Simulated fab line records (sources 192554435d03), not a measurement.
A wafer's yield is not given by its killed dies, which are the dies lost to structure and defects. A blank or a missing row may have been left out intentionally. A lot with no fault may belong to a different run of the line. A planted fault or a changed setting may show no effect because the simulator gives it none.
fab line records	flow n5-finfet
[record] lots = 11	wafers = 33	last-day = 17
route steps=1938 shown BEOL_M10@1485 PASSIVATION@1936
lots untouched by any fault: they come from a run of this same line in which no faults occurred
start-h: the number of hours between the record's first day and the start of the first shown wafer of the lot	wait-h: hours since the lot's step before	" unchanged from the row above	L1.1+2: several wafers, shown together as one row	- either no value or no given start	* or withheld: withheld	< > ~ a bound
route shown NAME@n: NAME is a module with steps in the file, n the number in the route of the first one	usual: mean/standard deviation of fault-free wafers	same: alike in all rows	chamber/n: place in a boat	sites: per-site readings	_std_site: the values' standard deviation	_edge_site: the outer-site mean with the inner-site mean subtracted	radius-mm: how far each site lies from the wafer's centre	mask NAME#n: copy n	behind: the tool/chamber that last shaped the wafer	hold: reason for holding the lot/hours on hold/outcome of the hold	device: whichever transistor did not switch (one of n, p or np)	end of line: the same wafers' tests at the end of the route	step lacking rows: just its recipe	killed: the dies lost at the first sort to structure and to defects; this is not the yield of the wafer	map: a wafer's dies, x killed, . not, _ none there
set.NAME: setting as actually run; set.NAME@STEP: the setting as run at that earlier step	model.NAME: the simulator's own value behind a step, which no gauge read
steps of the route over a sample of lots; a table a step, a row a wafer
services: the hour from which a tool's chamber was out of use, counted from the record's first day as start-h (under 0 if before that day), plus the number of hours and why
[[steps]]
[step N5_BEOL_M10_INSPECT_13]
[recipe] mode = adi	inspect-instrument = brightfield
[usual] raw-defect-count = 411/100
lot.wafer	tool	chamber	start-h	wait-h	raw-defect-count
L780.1	defect-inspect-02	-	224.70	0.0	397
L780.3	"	-	"	"	383
L780.6	"	-	"	"	427
L779.2	defect-inspect-02	-	225.16	0.0	529
L779.4	"	-	"	"	364
L779.5	"	-	"	"	495
L781.1	defect-inspect-02	-	242.42	0.0	485
L781.2	"	-	"	"	435
L781.3	"	-	"	"	293
L789.1	defect-inspect-02	-	276.45	0.0	604
L789.5	"	-	"	"	517
L789.6	"	-	"	"	546
L792.2	defect-inspect-01	-	286.69	0.0	429
L792.5	"	-	"	"	408
L792.6	"	-	"	"	311
L798.1	defect-inspect-01	-	323.09	0.0	463
L798.3	"	-	"	"	470
L798.4	"	-	"	"	632
L797.1	defect-inspect-01	-	331.47	0.0	300
L797.2	"	-	"	"	504
L797.6	"	-	"	"	267
L799.1	defect-inspect-01	-	337.78	0.0	295
L799.5	"	-	"	"	517
L799.6	"	-	"	"	400
L800.2	defect-inspect-01	-	338.43	0.0	339
L800.3	"	-	"	"	440
L800.5	"	-	"	"	319
L801.1	defect-inspect-02	-	345.29	0.0	241
L801.2	"	-	"	"	557
L801.5	"	-	"	"	287
L802.2	defect-inspect-01	-	349.38	0.0	340
L802.3	"	-	"	"	382
L802.6	"	-	"	"	368
[step N5_BEOL_M10_STRIP_67]
[recipe] chemistry = CF4	resist = SiARC	power-w = 300	bias-power-w = 75	pressure-mtorr = 50	cf4-flow-sccm = 150	rf-frequency-hz = 6e+07
[usual] drypump-motor-current-A = 5.7/0.44	oes-product-au = 0.80/0.076	rf-vpp-V = 271.3/1.4	showerhead-plenum-p-Torr = 1.79/0.053	throttle-valve-pct = 13.53/0.28
lot.wafer	tool	chamber	start-h	wait-h	drypump-motor-current-A	oes-product-au	rf-hours-counter-h	rf-vpp-V	showerhead-plenum-p-Torr	throttle-valve-pct
L780.1	rie-diel-03	2	224.96	0.0	5.9	0.83	53	269.4	1.75	13.47
L780.3	"	1	"	"	6.7	0.87	45	270.3	1.77	13.50
L780.6	"	3	"	"	5.6	0.80	-	272.5	1.88	13.60
L779.2	rie-diel-01	3	225.82	0.0	5.2	0.82	67	268.0	1.73	13.51
L779.4	"	0	"	"	5.1	0.80	87	269.9	1.76	13.38
L779.5	"	2	"	"	5.8	0.70	-	269.5	1.77	14.10
L781.1	rie-diel-01	3	242.88	0.0	5.2	0.82	73	270.0	1.73	13.51
L781.2	"	1	"	"	5.6	0.85	55	271.2	1.82	13.22
L781.3	"	0	"	"	5.1	0.79	93	271.2	1.75	13.38
L789.1	rie-diel-03	1	276.94	0.0	6.7	0.85	62	271.2	1.77	13.53
L789.5	"	1	"	"	6.7	0.86	-	270.5	1.77	13.54
L789.6	"	0	"	"	5.5	0.93	-	273.2	1.90	13.04
L792.2	rie-diel-05	3	287.04	0.0	5.6	0.70	234	270.0	1.77	13.78
L792.5	"	2	"	"	6.2	0.95	-	272.7	1.82	13.25
L792.6	"	1	"	"	5.5	0.71	-	272.3	1.78	14.20
L798.1	rie-diel-03	3	323.35	0.0	5.6	0.77	153	272.2	1.87	13.71
L798.3	"	1	"	"	6.7	0.83	80	270.9	1.76	13.57
L798.4	"	2	"	"	5.9	0.79	90	269.6	1.74	13.57
L797.1	rie-diel-01	3	332.06	0.0	5.2	0.78	112	269.2	1.72	13.61
L797.2	"	0	"	"	5.1	0.77	117	269.1	1.75	13.45
L797.6	"	3	"	"	5.2	0.78	-	269.8	1.72	13.60
L799.1	rie-diel-05	0	338.04	0.0	5.6	0.76	127	270.8	1.86	13.29
L799.5	"	2	"	"	6.1	0.88	-	272.7	1.81	13.30
L799.6	"	3	"	"	5.6	0.68	-	270.9	1.76	13.83
L800.2	rie-diel-03	0	338.74	0.0	5.5	0.89	38	272.7	1.89	13.10
L800.3	"	2	"	"	5.9	0.79	96	269.6	1.74	13.57
L800.5	"	3	"	"	5.6	0.76	-	272.5	1.86	13.72
L801.1	rie-diel-01	2	345.62	0.0	5.8	0.91	32	271.5	1.76	13.64
L801.2	"	1	"	"	5.6	0.81	99	273.6	1.81	13.32
L801.5	"	2	"	"	5.8	0.91	-	271.7	1.76	13.62
L802.2	rie-diel-05	3	349.64	0.0	5.6	0.68	263	270.9	1.76	13.84
L802.3	"	2	"	"	6.2	0.87	34	271.1	1.81	13.31
L802.6	"	0	"	"	5.5	0.75	-	271.9	1.86	13.31
[step N5_BEOL_M10_EXPOSE_25]
[recipe] mask-id = V9	na = 1.35	source-shape = annular	sigma-inner = 0.5	sigma-outer = 0.8	polarization = unpolarized	dose-mj = 85.5
[usual] exposure-dose-mJ-cm2 = 85.48/0.082	reticle-temp-C = 23.00/0.1
lot.wafer	tool	chamber	start-h	wait-h	mask	exposure-dose-mJ-cm2	reticle-temp-C
L780.1	arfi-scanner-02	0	225.75	-	V9#0	85.43	23.14
L780.3	"	0	"	"	V9#0	85.41	23.03
L780.6	"	0	"	"	V9#0	85.36	23.04
L779.2	arfi-scanner-03	0	227.72	-	V9#0	85.61	22.93
L779.4	"	0	"	"	V9#0	85.54	22.90
L779.5	"	0	"	"	V9#0	85.51	23.13
L781.1	arfi-scanner-03	0	245.70	-	V9#0	85.47	23.13
L781.2	"	0	"	"	V9#0	85.47	23.10
L781.3	"	0	"	"	V9#0	85.36	22.83
L789.1	arfi-scanner-01	0	277.51	-	V9#0	85.45	22.83
L789.5	"	0	"	"	V9#0	85.40	23.03
L789.6	"	0	"	"	V9#0	85.50	22.93
L792.2	arfi-scanner-01	0	287.63	-	V9#0	85.46	23.10
L792.5	"	0	"	"	V9#0	85.47	22.96
L792.6	"	0	"	"	V9#0	85.53	23.00
L798.1	arfi-scanner-01	0	324.55	-	V9#0	83.34	22.95
L798.3	"	0	"	"	V9#0	83.26	23.01
L798.4	"	0	"	"	V9#0	83.22	23.07
L797.1	arfi-scanner-02	0	333.38	-	V9#0	85.63	22.91
L797.2	"	0	"	"	V9#0	85.61	22.96
L797.6	"	0	"	"	V9#0	85.53	23.00
L800.2	arfi-scanner-02	0	339.58	-	V9#0	85.55	22.99
L800.3	"	0	"	"	V9#0	85.42	22.96
L800.5	"	0	"	"	V9#0	85.45	23.04
L799.1	arfi-scanner-01	0	339.74	-	V9#0	83.77	22.92
L799.5	"	0	"	"	V9#0	83.72	22.99
L799.6	"	0	"	"	V9#0	83.65	23.03
L801.1	arfi-scanner-01	0	346.48	-	V9#0	84.04	22.81
L801.2	"	0	"	"	V9#0	84.08	23.12
L801.5	"	0	"	"	V9#0	84.15	23.02
L802.2	arfi-scanner-01	0	351.23	-	V9#0	84.54	23.01
L802.3	"	0	"	"	V9#0	84.37	22.91
L802.6	"	0	"	"	V9#0	84.47	22.88
[step N5_BEOL_M10_VIA_ETCH_34]
[recipe] chemistry = C4F6/O2	target = SiCOH_lowk	target-depth-a = 1845	mask-material = SOC	taper-deg = 4	time-s = 69.2	ion-energy-ev = 250	pressure-mtorr = 30	source-w = 345	bias-w = 185	Ar_flow_sccm = 300	C4F6_flow_sccm = 10	O2_flow_sccm = 10
[usual] drypump-motor-current-A = 5.7/0.4	oes_ar_750_au = 0.79/0.074	oes-product-au = 0.80/0.081	rf-vpp-V = 670/11	showerhead-plenum-p-Torr = 2.86/0.084	throttle-valve-pct = 20.8/0.33
lot.wafer	tool	chamber	start-h	wait-h	drypump-motor-current-A	oes_ar_750_au	oes-product-au	rf-hours-counter-h	rf-vpp-V	showerhead-plenum-p-Torr	throttle-valve-pct
L780.1	rie-diel-05	3	226.35	0.0	5.6	0.73	0.71	209	651	2.85	21.1
L780.3	"	0	"	"	5.5	0.80	0.80	83	677	2.96	20.4
L780.6	"	2	"	"	6.2	0.68	0.67	-	668	2.91	21.0
L779.2	rie-diel-05	3	228.19	0.0	5.6	0.73	0.71	209	650	2.85	21.1
L779.4	"	0	"	"	5.6	0.80	0.80	83	679	2.96	20.4
L779.5	"	1	"	"	5.5	0.72	0.73	-	664	2.83	21.4
L781.1	rie-diel-01	3	247.45	0.0	5.2	0.81	0.83	76	679	2.77	21.0
L781.2	"	1	"	"	5.6	0.86	0.86	58	663	2.87	20.5
L781.3	"	0	"	"	5.1	0.79	0.80	96	671	2.76	20.6
L789.1	rie-diel-05	2	278.21	0.0	6.2	0.96	0.97	3	667	2.90	20.7
L789.5	"	1	"	"	5.5	0.70	0.71	-	663	2.82	21.5
L789.6	"	2	"	"	6.2	0.95	0.98	-	667	2.90	20.7
L792.2	rie-diel-05	2	288.05	0.0	6.2	0.94	0.95	7	667	2.90	20.7
L792.5	"	2	"	"	6.2	0.93	0.94	-	668	2.90	20.7
L792.6	"	1	"	"	5.5	0.71	0.70	-	664	2.82	21.5
L798.1	rie-diel-03	0	324.98	0.0	5.5	0.89	0.92	32	669	3.01	20.4
L798.3	"	3	"	"	5.6	0.77	0.78	153	677	2.96	21.0
L798.4	"	1	"	"	6.8	0.84	0.84	80	684	2.74	20.7
L797.1	rie-diel-05	0	333.80	0.0	5.5	0.75	0.76	125	677	2.94	20.5
L797.2	"	3	"	"	5.6	0.69	0.68	254	650	2.83	21.2
L797.6	"	3	"	"	5.6	0.70	0.68	-	651	2.83	21.2
L800.2	rie-diel-05	2	340.00	0.0	6.2	0.88	0.88	29	668	2.89	20.7
L800.3	"	0	"	"	5.5	0.75	0.75	129	677	2.94	20.5
L800.5	"	2	"	"	6.2	0.87	0.89	-	668	2.89	20.7
L799.1	rie-diel-05	2	340.46	0.0	6.2	0.88	0.89	29	666	2.89	20.7
L799.5	"	0	"	"	5.5	0.75	0.75	-	678	2.94	20.5
L799.6	"	2	"	"	6.2	0.87	0.88	-	668	2.89	20.7
L801.1	rie-diel-03	0	346.91	0.0	5.5	0.88	0.91	40	668	3.01	20.4
L801.2	"	2	"	"	5.9	0.78	0.81	99	685	2.75	20.9
L801.5	"	0	"	"	5.5	0.89	0.90	-	669	3.01	20.4
L802.2	rie-diel-05	2	351.95	0.0	6.2	0.87	0.87	34	666	2.89	20.7
L802.3	"	0	"	"	5.5	0.75	0.74	134	677	2.94	20.5
L802.6	"	2	"	"	6.1	0.87	0.86	-	666	2.89	20.7
[step N5_PASSIVATION_PROBE_49]
[usual] defect-limited-yield = 91.5/1.4	killed_at_M0_to_M3 = 32/9.7	killed_at_M4_up = 14/5.3	killed-at-contacts = 11/6	killed-at-front-end = 39/14	killed-at-other = 3.3/2.7	killed-dies = 100/17	killed-open = 66/13	killed-short = 32/7.4	sort_bin_4_leakage = 0.02/0.16	sort_bin_5_function = 4.9/0.9	sort_bin_6_memory = 3.2/0.72	sort_bin_8_speed = 0.00/0.0071	sort-n-pass = 1080/17	sort-yield-pct = 91.5/1.4
[same] gross-dies = 1180	killed-at-back-side = 0
lot.wafer	tool	chamber	start-h	wait-h	defect-limited-yield[%]	killed_at_M0_to_M3	killed_at_M4_up	killed-at-contacts	killed-at-front-end	killed-at-other	killed-dies	killed-open	killed-short	sort_bin_4_leakage[%]	sort_bin_5_function[%]	sort_bin_6_memory[%]	sort_bin_8_speed[%]	sort-n-pass	sort-yield-pct[%]
L780.1	prober-02	-	277.72	0.0	93.1	31	14	4	30	2	81	54	26	0	4.2	2.6	0	1099	93.1
L780.3	prober-02	-	277.82	0.1	91.3	52	5	17	26	3	103	67	36	0	5.7	2.5	0	1077	91.3
L780.6	prober-02	-	277.97	0.3	93.2	29	13	9	27	2	80	56	24	0	3.9	2.5	0	1100	93.2
L779.2	prober-02	-	283.46	0.1	92.0	34	18	9	28	5	94	63	31	0	5.2	2.6	0	1086	92.0
L779.4	prober-02	-	283.56	0.2	94.3	30	10	7	13	7	67	42	25	0	3.2	2.1	0	1113	94.3
L779.5	prober-02	-	283.61	0.2	91.9	45	13	2	31	4	95	59	36	0	4.3	3.4	0	1085	91.9
L781.1	prober-02	-	300.28	0.0	90.6	33	15	21	34	8	111	71	40	0	5.0	4.2	0	1069	90.6
L781.2	prober-02	-	300.33	0.1	91.3	28	19	18	38	0	103	65	36	0	4.7	3.6	0.08	1077	91.3
L781.3	prober-02	-	300.38	0.1	91.4	42	12	11	31	6	102	79	23	0	4.6	3.8	0	1078	91.4
L789.1	prober-01	-	328.69	0.0	89.5	37	12	12	62	1	124	81	40	0	5.9	4.1	0	1056	89.5
L789.5	prober-01	-	328.89	0.2	90.4	25	11	22	51	4	113	73	39	0	5.8	3.6	0	1067	90.4
L789.6	prober-01	-	328.94	0.3	89.4	34	11	17	54	9	125	88	36	0	6.4	3.8	0	1055	89.4
L792.2	prober-01	-	337.44	0.1	91.7	34	10	18	35	1	98	58	39	0	5.3	2.7	0	1082	91.7
L792.5	prober-01	-	337.59	0.2	93.6	32	14	5	20	4	75	54	20	0	3.8	2.0	0	1105	93.6
L792.6	prober-01	-	337.64	0.3	92.7	25	19	15	23	4	86	57	29	0	3.6	3.2	0	1094	92.7
L798.1	prober-02	-	377.45	0.0	89.3	34	12	17	57	6	126	77	38	0	5.8	3.7	0	1054	89.3
L798.3	prober-02	-	377.55	0.1	90.8	26	7	30	46	0	109	79	29	0	5.8	3.0	0	1071	90.8
L798.4	prober-02	-	377.60	0.2	89.5	24	10	21	67	2	124	80	42	0	5.9	4.1	0	1056	89.5
L797.1	prober-01	-	382.38	0.0	90.4	29	16	17	49	2	113	82	30	0	5.7	3.8	0	1067	90.4
L797.2	prober-01	-	382.43	0.1	88.7	25	11	14	82	1	133	83	50	0	6.7	4.4	0	1047	88.7
L797.6	prober-01	-	382.63	0.3	90.5	47	13	12	36	4	112	82	28	0.08	5.1	4.1	0	1067	90.4
L800.2	prober-02	-	392.33	0.1	90.8	52	25	2	28	1	108	70	35	0	5.4	3.3	0	1072	90.8
L800.3	prober-02	-	392.38	0.1	91.8	39	15	2	41	0	97	61	28	0	4.3	2.9	0	1083	91.8
L800.5	prober-02	-	392.48	0.2	89.4	40	21	8	55	1	125	80	36	0	5.5	4.2	0	1055	89.4
L799.1	prober-01	-	397.26	0.0	90.2	35	16	9	50	6	116	83	31	0	5.2	4.6	0	1064	90.2
L799.5	prober-01	-	397.46	0.2	91.4	21	15	10	49	6	101	71	28	0	5.3	3.1	0	1079	91.4
L799.6	prober-01	-	397.51	0.3	92.3	25	13	3	43	7	91	58	32	1.27	4.3	3.2	0	1074	91.0
L801.1	prober-01	-	398.41	0.0	91.9	16	13	18	45	3	95	62	29	0	4.8	3.1	0	1085	91.9
L801.2	prober-01	-	398.46	0.1	89.2	44	7	9	65	3	128	77	37	0	6.3	3.6	0	1052	89.2
L801.5	prober-01	-	398.61	0.2	87.4	51	22	8	63	5	149	96	52	0	6.9	5.1	0	1031	87.4
L802.2	prober-01	-	403.01	0.1	93.2	21	7	11	41	0	80	61	16	0	3.3	2.9	0	1100	93.2
L802.3	prober-01	-	403.06	0.1	92.9	15	11	7	46	5	84	50	34	0	4.7	1.9	0	1096	92.9
L802.6	prober-01	-	403.21	0.3	92.0	24	22	13	27	8	94	64	30	0	4.7	3.0	0	1086	92.0
// killed by level:class
L780.1 FIN_SAQP:geometric-particle:open=12 BEOL_M2:geometric-particle:open=11 BEOL_M1:geometric-particle:open=5 MOL_CONTACT_COAG:geometric-particle:open=4 BEOL_M0_SAQP:geometric-particle:open=4 BEOL_M0_SAQP:geometric-particle:short=4 BEOL_M5:geometric-particle:short=4 BEOL_M8:geometric-particle:open=4
L780.3 MOL_CONTACT_COAG:geometric-particle:open=14 BEOL_M0_SAQP:geometric-particle:short=11 BEOL_M0_SAQP:geometric-particle:open=11 BEOL_M2:geometric-particle:open=11 FIN_SAQP:geometric-particle:open=9 FIN_SAQP:geometric-particle:short=7 BEOL_M1:geometric-particle:open=7 BEOL_M2:geometric-particle:short=5
L780.6 MOL_CONTACT_COAG:geometric-particle:open=9 BEOL_M0_SAQP:geometric-particle:short=9 FIN_SAQP:geometric-particle:open=7 BEOL_M2:geometric-particle:open=7 BEOL_M0_SAQP:geometric-particle:open=5 BEOL_M8:geometric-particle:open=5 STARTING-WAFER:geometric-particle:open=5 BEOL_M1:geometric-particle:open=4
L779.2 BEOL_M2:geometric-particle:open=13 MOL_CONTACT_COAG:geometric-particle:open=9 FIN_SAQP:geometric-particle:short=8 BEOL_M4:geometric-particle:open=8 BEOL_M1:geometric-particle:open=7 FIN_SAQP:geometric-particle:open=6 GATE_CUT:geometric-particle:short=5 BEOL_M0_SAQP:geometric-particle:short=5
L779.4 BEOL_M3:geometric-particle:open=8 MOL_CONTACT_COAG:geometric-particle:open=6 BEOL_M0_SAQP:geometric-particle:open=6 BEOL_M0_SAQP:geometric-particle:short=5 FIN_SAQP:geometric-particle:short=4 BEOL_M2:geometric-particle:open=4 BEOL_M3:geometric-particle:short=4 MIM_TOP_ETCH:geometric-particle:open=3
L779.5 BEOL_M3:geometric-particle:open=11 FIN_SAQP:geometric-particle:short=10 BEOL_M0_SAQP:geometric-particle:open=9 BEOL_M0_SAQP:geometric-particle:short=9 BEOL_M2:geometric-particle:open=9 FIN_SAQP:geometric-particle:open=6 GATE_CUT:geometric-particle:short=4 BEOL_M1:geometric-particle:open=4
L781.1 MOL_CONTACT_COAG:geometric-particle:open=13 STI_FIN_REVEAL:geometric-particle:open=11 BEOL_M4:geometric-particle:open=9 BEOL_M1:geometric-particle:short=8 MOL_CONTACT_COAG:geometric-particle:short=8 BEOL_M1:geometric-particle:open=7 FIN_SAQP:geometric-particle:short=5 BEOL_M0_SAQP:geometric-particle:short=5
L781.2 MOL_CONTACT_COAG:geometric-particle:open=14 ILD0:geometric-particle:open=8 FIN_SAQP:geometric-particle:open=7 BEOL_M1:geometric-particle:open=7 BEOL_M4:geometric-particle:open=7 FIN_SAQP:geometric-particle:short=6 BEOL_M3:geometric-particle:open=6 BEOL_M4:geometric-particle:short=6
L781.3 BEOL_M0_SAQP:geometric-particle:open=15 MOL_CONTACT_COAG:geometric-particle:open=11 STI_FIN_REVEAL:geometric-particle:open=8 BEOL_M1:geometric-particle:open=8 BEOL_M0_SAQP:geometric-particle:short=7 BEOL_M4:geometric-particle:open=7 DUMMY_GATE:geometric-particle:open=6 BEOL_M2:geometric-particle:open=4
L789.1 FIN_SAQP:geometric-particle:open=14 STI_FIN_REVEAL:geometric-particle:open=13 MOL_CONTACT_COAG:geometric-particle:open=12 FIN_SAQP:geometric-particle:short=11 BEOL_M0_SAQP:geometric-particle:open=10 BEOL_M0_SAQP:geometric-particle:short=10 DUMMY_GATE:geometric-particle:open=7 BEOL_M2:geometric-particle:open=7
L789.5 FIN_SAQP:geometric-particle:short=16 STI_FIN_REVEAL:geometric-particle:open=15 MOL_CONTACT_COAG:geometric-particle:open=15 BEOL_M0_SAQP:geometric-particle:open=9 BEOL_M4:geometric-particle:open=8 FIN_SAQP:geometric-particle:open=7 MOL_CONTACT_COAG:geometric-particle:short=7 BEOL_M0_SAQP:geometric-particle:short=6
L789.6 STI_FIN_REVEAL:geometric-particle:open=20 MOL_CONTACT_COAG:geometric-particle:open=16 FIN_SAQP:geometric-particle:open=9 BEOL_M0_SAQP:geometric-particle:short=9 STI_FIN_REVEAL:geometric-particle:short=8 BEOL_M2:geometric-particle:open=7 BEOL_M0_SAQP:geometric-particle:open=7 BEOL_M4:geometric-particle:open=7
L792.2 MOL_CONTACT_COAG:geometric-particle:open=14 BEOL_M0_SAQP:geometric-particle:open=13 BEOL_M0_SAQP:geometric-particle:short=11 STI_FIN_REVEAL:geometric-particle:open=8 FIN_SAQP:geometric-particle:short=7 FIN_SAQP:geometric-particle:open=6 BEOL_M4:geometric-particle:open=5 GATE_CUT:geometric-particle:short=4
L792.5 BEOL_M3:geometric-particle:open=10 BEOL_M0_SAQP:geometric-particle:open=9 STI_FIN_REVEAL:geometric-particle:open=7 BEOL_M0_SAQP:geometric-particle:short=7 MOL_CONTACT_COAG:geometric-particle:open=5 BEOL_M5:geometric-particle:open=4 FIN_SAQP:geometric-particle:open=3 FIN_SAQP:geometric-particle:short=3
L792.6 MOL_CONTACT_COAG:geometric-particle:open=14 BEOL_M4:geometric-particle:open=10 BEOL_M0_SAQP:geometric-particle:short=8 BEOL_M0_SAQP:geometric-particle:open=6 FIN_SAQP:geometric-particle:short=4 FIN_SAQP:geometric-particle:open=4 GATE_CUT:geometric-particle:short=4 BEOL_M3:geometric-particle:open=4
L798.1 STI_FIN_REVEAL:geometric-particle:open=21 MOL_CONTACT_COAG:geometric-particle:open=13 HKMG_FIN:area-etch=11 BEOL_M0_SAQP:geometric-particle:open=9 FIN_SAQP:geometric-particle:short=6 BEOL_M0_SAQP:geometric-particle:short=6 GATE_CUT:geometric-particle:short=5 BEOL_M1:geometric-particle:short=5
L798.3 MOL_CONTACT_COAG:geometric-particle:open=28 FIN_SAQP:geometric-particle:open=10 FIN_SAQP:geometric-particle:short=9 BEOL_M0_SAQP:geometric-particle:open=8 STI_FIN_REVEAL:geometric-particle:open=7 BEOL_M1:geometric-particle:short=7 STARTING-WAFER:geometric-particle:open=7 BEOL_M0_SAQP:geometric-particle:short=4
L798.4 STI_FIN_REVEAL:geometric-particle:open=18 MOL_CONTACT_COAG:geometric-particle:open=16 FIN_SAQP:geometric-particle:open=15 FIN_SAQP:geometric-particle:short=12 MOL_CONTACT_COAG:geometric-particle:short=5 BEOL_M1:geometric-particle:short=5 BEOL_M2:geometric-particle:open=5 DUMMY_GATE:geometric-particle:open=4
L797.1 STI_FIN_REVEAL:geometric-particle:open=14 MOL_CONTACT_COAG:geometric-particle:open=13 BEOL_M3:geometric-particle:open=12 FIN_SAQP:geometric-particle:open=10 STI_FIN_REVEAL:geometric-particle:short=6 BEOL_M0_SAQP:geometric-particle:open=6 MOL_CONTACT_COAG:geometric-particle:short=4 FIN_SAQP:geometric-particle:short=3
L797.2 STI_FIN_REVEAL:geometric-particle:open=24 FIN_SAQP:geometric-particle:open=16 FIN_SAQP:geometric-particle:short=16 MOL_CONTACT_COAG:geometric-particle:open=10 BEOL_M3:geometric-particle:open=7 STI_FIN_REVEAL:geometric-particle:short=6 ILD0:geometric-particle:short=6 BEOL_M0_SAQP:geometric-particle:short=5
L797.6 BEOL_M0_SAQP:geometric-particle:open=20 MOL_CONTACT_COAG:geometric-particle:open=11 BEOL_M0_SAQP:geometric-particle:short=11 STI_FIN_REVEAL:geometric-particle:open=9 FIN_SAQP:geometric-particle:open=8 FIN_SAQP:geometric-particle:short=7 BEOL_M3:geometric-particle:open=6 BEOL_M1:geometric-particle:open=4
L800.2 BEOL_M0_SAQP:geometric-particle:open=19 BEOL_M0_SAQP:geometric-particle:short=13 BEOL_M3:geometric-particle:open=9 FIN_SAQP:geometric-particle:open=8 BEOL_M4:geometric-particle:open=8 BEOL_M1:geometric-particle:open=6 FIN_SAQP:geometric-particle:short=5 BEOL_M5:geometric-particle:short=4
L800.3 BEOL_M0_SAQP:geometric-particle:open=15 FIN_SAQP:geometric-particle:open=12 BEOL_M0_SAQP:geometric-particle:short=10 BEOL_M4:geometric-particle:open=10 FIN_SAQP:geometric-particle:short=8 HKMG_FIN:area-etch=7 BEOL_M1:geometric-particle:open=6 BEOL_M3:geometric-particle:open=4
L800.5 FIN_SAQP:geometric-particle:short=10 FIN_SAQP:geometric-particle:open=10 BEOL_M0_SAQP:geometric-particle:open=10 BEOL_M3:geometric-particle:open=10 HKMG_FIN:area-etch=8 BEOL_M1:geometric-particle:open=7 MOL_CONTACT_COAG:geometric-particle:open=6 BEOL_M4:geometric-particle:open=5
L799.1 FIN_SAQP:geometric-particle:open=11 BEOL_M2:geometric-particle:open=11 BEOL_M4:geometric-particle:open=10 MOL_CONTACT_COAG:geometric-particle:open=8 STI_FIN_REVEAL:geometric-particle:open=7 BEOL_M0_SAQP:geometric-particle:open=6 GATE_CUT:geometric-particle:short=6 BEOL_M3:geometric-particle:open=6
L799.5 FIN_SAQP:geometric-particle:open=15 MOL_CONTACT_COAG:geometric-particle:open=9 STI_FIN_REVEAL:geometric-particle:open=7 FIN_SAQP:geometric-particle:short=6 DUMMY_GATE:geometric-particle:open=6 BEOL_M0_SAQP:geometric-particle:short=6 BEOL_M0_SAQP:geometric-particle:open=6 BEOL_M4:geometric-particle:open=6
L799.6 FIN_SAQP:geometric-particle:open=10 DUMMY_GATE:geometric-particle:open=7 BEOL_M3:geometric-particle:open=7 BEOL_M4:geometric-particle:open=6 STARTING-WAFER:geometric-particle:open=6 ILD0:geometric-particle:short=4 BEOL_M1:geometric-particle:short=4 FIN_SAQP:geometric-particle:short=3
L801.1 MOL_CONTACT_COAG:geometric-particle:open=13 FIN_SAQP:geometric-particle:open=8 STI_FIN_REVEAL:geometric-particle:open=7 BEOL_M3:geometric-particle:open=6 ILD0:geometric-particle:open=5 GATE_CUT:geometric-particle:short=5 MOL_CONTACT_COAG:geometric-particle:short=5 BEOL_M4:geometric-particle:open=5
L801.2 STI_FIN_REVEAL:geometric-particle:open=13 BEOL_M3:geometric-particle:open=13 HKMG_FIN:area-etch=10 GATE_CUT:geometric-particle:open=8 BEOL_M0_SAQP:geometric-particle:open=8 BEOL_M2:geometric-particle:open=7 GATE_CUT:geometric-particle:short=7 FIN_SAQP:geometric-particle:open=6
L801.5 STI_FIN_REVEAL:geometric-particle:open=23 BEOL_M0_SAQP:geometric-particle:open=10 BEOL_M2:geometric-particle:open=10 BEOL_M0_SAQP:geometric-particle:short=8 BEOL_M3:geometric-particle:open=8 GATE_CUT:geometric-particle:short=7 MOL_CONTACT_COAG:geometric-particle:open=7 BEOL_M4:geometric-particle:open=7
L802.2 STI_FIN_REVEAL:geometric-particle:open=13 MOL_CONTACT_COAG:geometric-particle:open=8 FIN_SAQP:geometric-particle:open=7 BEOL_M0_SAQP:geometric-particle:open=7 STARTING-WAFER:geometric-particle:open=6 GATE_CUT:geometric-particle:short=4 BEOL_M0_SAQP:geometric-particle:short=4 BEOL_M3:geometric-particle:open=4
L802.3 STI_FIN_REVEAL:geometric-particle:open=10 GATE_CUT:geometric-particle:short=7 GATE_CUT:geometric-particle:open=6 MOL_CONTACT_COAG:geometric-particle:open=6 FIN_SAQP:geometric-particle:short=5 FIN_SAQP:geometric-particle:open=5 STI_FIN_REVEAL:geometric-particle:short=4 BEOL_M3:geometric-particle:open=4
L802.6 MOL_CONTACT_COAG:geometric-particle:open=11 STI_FIN_REVEAL:geometric-particle:open=8 BEOL_M0_SAQP:geometric-particle:open=7 BEOL_M4:geometric-particle:open=7 BEOL_M5:geometric-particle:open=5 GATE_CUT:geometric-particle:short=4 BEOL_M1:geometric-particle:open=4 PASS1_CAP:geometric-particle:short=4
[[services]]
tool	chamber	start-h	hours	kind
rie-diel-05	1	213.01	3.8	repair
arfi-scanner-02	-	215.68	1.3	pm
arfi-scanner-03	-	218.85	0.8	pm
arfi-scanner-01	-	229.30	0.3	repair
arfi-scanner-03	-	230.12	0.8	pm
arfi-scanner-01	-	230.92	4.0	repair
arfi-scanner-03	-	237.55	3.1	pm
rie-diel-05	2	241.53	4.6	repair
arfi-scanner-01	-	244.73	4.1	repair
arfi-scanner-02	-	244.88	2.6	repair
arfi-scanner-02	-	251.40	0.8	pm
arfi-scanner-02	-	252.51	0.4	repair
arfi-scanner-01	-	268.43	3.1	pm
arfi-scanner-01	-	272.24	0.8	pm
arfi-scanner-01	-	274.74	1.3	pm
rie-diel-03	0	277.30	4.8	repair
arfi-scanner-01	-	278.59	1.0	pm
arfi-scanner-01	-	292.49	1.0	pm
rie-diel-01	0	293.25	34.3	repair
rie-diel-05	2	294.72	3.8	repair
rie-diel-05	0	303.23	6.3	repair
arfi-scanner-02	-	322.46	1.0	pm
arfi-scanner-02	-	341.18	1.3	pm
arfi-scanner-02	-	348.69	5.0	repair
[[key]]
[first-sign] step = N5_BEOL_M10_EXPOSE_25	reading = exposure-dose-mJ-cm2	direction = down	sigmas = 19	usual = 85.48	struck = 83.88
effect none on later readings
met-at N5_BEOL_M10_EXPOSE_25
struck-lots L798,L799,L801,L802
[loop-trim] step = N5_BEOL_M10_EXPOSE_25	setting = dose	lots = L799,L801,L802
[baseline-loss] step = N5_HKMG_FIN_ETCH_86	wafers = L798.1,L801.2
not-acting-at N5_BEOL_M10_INSPECT_13,N5_BEOL_M10_STRIP_67,N5_BEOL_M10_VIA_ETCH_34
onset-between 287.63 324.55
[fault] kind = process-parameter-drift	tool = arfi-scanner-01	chamber = -	onset-h = 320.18	steps = N5_BEOL_M10_EXPOSE_25	channel = dose-mj	offset = -2.1976	shape = step	acts-in = these-recipes-only	stated = 85.5
// loop-trim: a control loop set the setting to another value than it would have without faults
// baseline-loss: these wafers lose ten dies or more at that step, a loss of the line's own and not of a fault; the sort's usual values leave them out
